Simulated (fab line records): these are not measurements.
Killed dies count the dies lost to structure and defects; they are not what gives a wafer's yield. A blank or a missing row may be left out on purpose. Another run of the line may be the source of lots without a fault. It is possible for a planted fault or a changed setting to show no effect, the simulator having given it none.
The tool behind it: which one? :: flow n5_finfet :: 31 wafers from 11 lots sampled at 2 of the route's 1938 steps

WHAT EACH GAUGE READ, for each wafer
N5_BEOL_M10_INSPECT_13: inspects for defects (brightfield).
lot: L607
measured: day 11 19:11
on: defect_inspect-01
raw_defect_count: 332 441 435

lot: L606
measured: day 11 19:22
on: defect_inspect-01
raw_defect_count: 484 473 424

lot: L610
measured: day 11 21:25
on: defect_inspect-02
raw_defect_count: 436 442

lot: L612
measured: day 12 04:03
on: defect_inspect-02
raw_defect_count: 484 299 514

lot: L613
measured: day 12 04:20
on: defect_inspect-01
raw_defect_count: 373 383 284

lot: L609
measured: day 13 08:18
on: defect_inspect-01
raw_defect_count: 417 563 438

lot: L621
measured: day 14 20:05
on: defect_inspect-02
raw_defect_count: 259 264 261

lot: L624
measured: day 15 15:44
on: defect_inspect-02
raw_defect_count: 492 459

lot: L626
measured: day 16 03:24
on: defect_inspect-02
raw_defect_count: 319 386 436

lot: L628
measured: day 16 18:42
on: defect_inspect-01
raw_defect_count: 458 439 486

lot: L627
measured: day 16 18:56
on: defect_inspect-01
raw_defect_count: 531 630 490

EACH LOT AND THE TOOL THAT RAN IT (in order: tool; ch and the chambers of the sampled wafers; start)
lot: L607
N5_BEOL_M10_COAT_60: litho_track-03 ch 0, day 11 18:46

lot: L606
N5_BEOL_M10_COAT_60: litho_track-05 ch 0, day 11 18:53

lot: L610
N5_BEOL_M10_COAT_60: litho_track-05 ch 0, day 11 20:59

lot: L612
N5_BEOL_M10_COAT_60: litho_track-05 ch 0, day 12 03:38

lot: L613
N5_BEOL_M10_COAT_60: litho_track-05 ch 0, day 12 03:55

lot: L609
N5_BEOL_M10_COAT_60: litho_track-05 ch 0, day 13 07:53

lot: L621
N5_BEOL_M10_COAT_60: litho_track-01 ch 0, day 14 19:47

lot: L624
N5_BEOL_M10_COAT_60: litho_track-05 ch 0, day 15 15:19

lot: L626
N5_BEOL_M10_COAT_60: litho_track-05 ch 0, day 16 03:06

lot: L628
N5_BEOL_M10_COAT_60: litho_track-05 ch 0, day 16 18:25

lot: L627
N5_BEOL_M10_COAT_60: litho_track-01 ch 0, day 16 18:31
- N5_BEOL_M10_COAT_60: time 60 s, resist thk 30 nm.

AS READ BY THE TOOLS THEMSELVES (means over the sampled wafers that have a number; for cases with no such wafer, the mark the record gives instead)
N5_BEOL_M10_COAT_60.
lot: L607
tool: litho_track-03
spin_speed_rpm (rpm): 1499.5

lot: L606
tool: litho_track-05
spin_speed_rpm (rpm): 1500.5

lot: L610
tool: litho_track-05
spin_speed_rpm (rpm): 1499.8

lot: L612
tool: litho_track-05
spin_speed_rpm (rpm): 1499.5

lot: L613
tool: litho_track-05
spin_speed_rpm (rpm): 1465.6

lot: L609
tool: litho_track-05
spin_speed_rpm (rpm): 1465.7

lot: L621
tool: litho_track-01
spin_speed_rpm (rpm): 1499.7

lot: L624
tool: litho_track-05
spin_speed_rpm (rpm): 1499.0

lot: L626
tool: litho_track-05
spin_speed_rpm (rpm): 1499.8

lot: L628
tool: litho_track-05
spin_speed_rpm (rpm): 1500.3

lot: L627
tool: litho_track-01
spin_speed_rpm (rpm): 1499.4

THE ANSWER, worked out from the rows above alone
Rule: the usual values come from the lots themselves. Put in order of their means at a reading, lots are off if they are a third of the lots or fewer, leave a main group of 4 or more, and stand apart from it by a gap of 3 or more times the standard deviation of the main group's means; of several such gaps the widest counts. The tables above print the reading to a certain number of digits; a main group whose means all agree to those digits is not used. Also off: a lot with no number at a reading for which 4 or more lots have one. Where the step has rows for the other lots, those lots are counted as sound. Order of review: gauges by route order, followed by the tools' own readings, for which a lot's mean as printed above is used. At the first step where some lot is off, the reading lying furthest off is the one used; lots without a number count as furthest.
Off: L613, L609 (N5_BEOL_M10_COAT_60, spin_speed_rpm). The main group: mean 1499.7 rpm, standard deviation 0.43.
A tool fits if, at that step or a process step before it, it ran every lot that is off, and no sound lot after the first of them. No candidate that was tried fits.

WHAT THE SIMULATOR HAD PUT IN
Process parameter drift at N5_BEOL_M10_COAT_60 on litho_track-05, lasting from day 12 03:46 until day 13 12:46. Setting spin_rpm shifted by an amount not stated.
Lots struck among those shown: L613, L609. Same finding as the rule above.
